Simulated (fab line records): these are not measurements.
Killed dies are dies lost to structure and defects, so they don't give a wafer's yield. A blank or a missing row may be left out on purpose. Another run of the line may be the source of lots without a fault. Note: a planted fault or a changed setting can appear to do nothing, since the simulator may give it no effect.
Split-lot experiment + flow n5Finfet + 7 lots, 21 wafers read, on a route of 1938 steps

## ON THE SPLIT
At N5_DUMMY_GATE_COAT_28 (time 60 s, resist thk 10 nm), the setting spinRpm was moved away from the recipe's 1500 rpm on 5 of the 21 wafers read, by -8.7% to +6.9%. For the rest of the wafers, this setting stayed at what the recipe calls for.

The reading comes from the split's own step.

## THE READING
underlayer_of_DUMMY_GATE_COAT_28.thkNm (the simulator's own value, which no gauge read), in nm, at N5_DUMMY_GATE_COAT_28 (time 60 s, resist thk 10 nm). There is no usual value for it anywhere in the file.

| wafer  | tool, chamber at the split | spinRpm as run, rpm | against the recipe | underlayer_of_DUMMY_GATE_COAT_28.thkNm, nm | against lot-mates on the recipe |
|--------|----------------------------|---------------------|--------------------|--------------------------------------------|---------------------------------|
| L074.1 | lithoTrack-03, 0           | 1500                | recipe             | 10                                         | -                               |
| L074.3 | lithoTrack-03, 0           | 1500                | recipe             | 10                                         | -                               |
| L074.2 | lithoTrack-03, 0           | 1573                | +4.9%              | 9.8                                        | -0.2                            |
| L079.3 | lithoTrack-05, 0           | 1500                | recipe             | 10                                         | -                               |
| L079.5 | lithoTrack-05, 0           | 1500                | recipe             | 10                                         | -                               |
| L079.6 | lithoTrack-05, 0           | 1603                | +6.9%              | 9.6                                        | -0.4                            |
| L084.1 | lithoTrack-05, 0           | 1500                | recipe             | 10                                         | -                               |
| L084.5 | lithoTrack-05, 0           | 1500                | recipe             | 10                                         | -                               |
| L084.2 | lithoTrack-05, 0           | 1369                | -8.7%              | 10.4                                       | +0.4                            |
| L087.3 | lithoTrack-02, 0           | 1500                | recipe             | 10                                         | -                               |
| L087.5 | lithoTrack-02, 0           | 1563                | +4.2%              | 9.8                                        | -0.2                            |
| L087.6 | lithoTrack-02, 0           | 1563                | +4.2%              | 9.8                                        | -0.2                            |
| L088.1 | lithoTrack-02, 0           | 1500                | recipe             | 10                                         | -                               |
| L088.2 | lithoTrack-02, 0           | 1500                | recipe             | 10                                         | -                               |
| L088.3 | lithoTrack-02, 0           | 1500                | recipe             | 10                                         | -                               |
| L092.4 | lithoTrack-02, 0           | 1500                | recipe             | 10                                         | -                               |
| L092.5 | lithoTrack-02, 0           | 1500                | recipe             | 10                                         | -                               |
| L092.6 | lithoTrack-02, 0           | 1500                | recipe             | 10                                         | -                               |
| L095.2 | lithoTrack-02, 0           | 1500                | recipe             | 10                                         | -                               |
| L095.3 | lithoTrack-02, 0           | 1500                | recipe             | 10                                         | -                               |
| L095.6 | lithoTrack-02, 0           | 1500                | recipe             | 10                                         | -                               |

THE FIT
A straight line over all 21 wafers: underlayer_of_DUMMY_GATE_COAT_28.thkNm changes by -0.0486 nm for each +1% of spinRpm; r = -0.99; the points scatter about the line by 0.018 nm.
The same after taking each lot's own level away (the mean of its wafers on the recipe; 21 wafers): -0.0486 nm for each +1%; r = -0.99; scatter 0.018 nm.
On that fit, the largest move of spinRpm shifts the reading by 0.42 nm.
The lots' own levels span 10.00 to 10.00 nm.
Consequently the slope shifts little with the lot-to-lot level, the two slopes agreeing.
Check: +0.448 nm against its lot-mates is what the line predicts for one of the wafers moved furthest among these (-8.7%) when that wafer is left out of the fit. Against them it came out at +0.4 nm.

## OTHER SPLITS ON THESE WAFERS
Note: prior to the reading, these wafers also went through further splits. Each is held against what the fit with the lots' levels taken away leaves over:
| other split on the same wafers | wafers away from the commonest value | r with underlayer_of_DUMMY_GATE_COAT_28.thkNm (lot level and that fit taken away) |
|--------------------------------|--------------------------------------|-----------------------------------------------------------------------------------|
| N5_WELL_APT_COAT_02 spinRpm    | 9                                    | -0.21                                                                             |
| N5_WELL_APT_DESCUM_13 timeS    | 6                                    | -0.05                                                                             |
| N5_FIN_SAQP_COAT_68 spinRpm    | 8                                    | +0.13                                                                             |
| N5_DUMMY_GATE_HM_DEP_06 timeS  | 15                                   | -0.32                                                                             |

## THE FILE'S OWN FIT
underlayer_of_DUMMY_GATE_COAT_28.thkNm changes by -0.0489 nm for each +1% of spinRpm, r = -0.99.
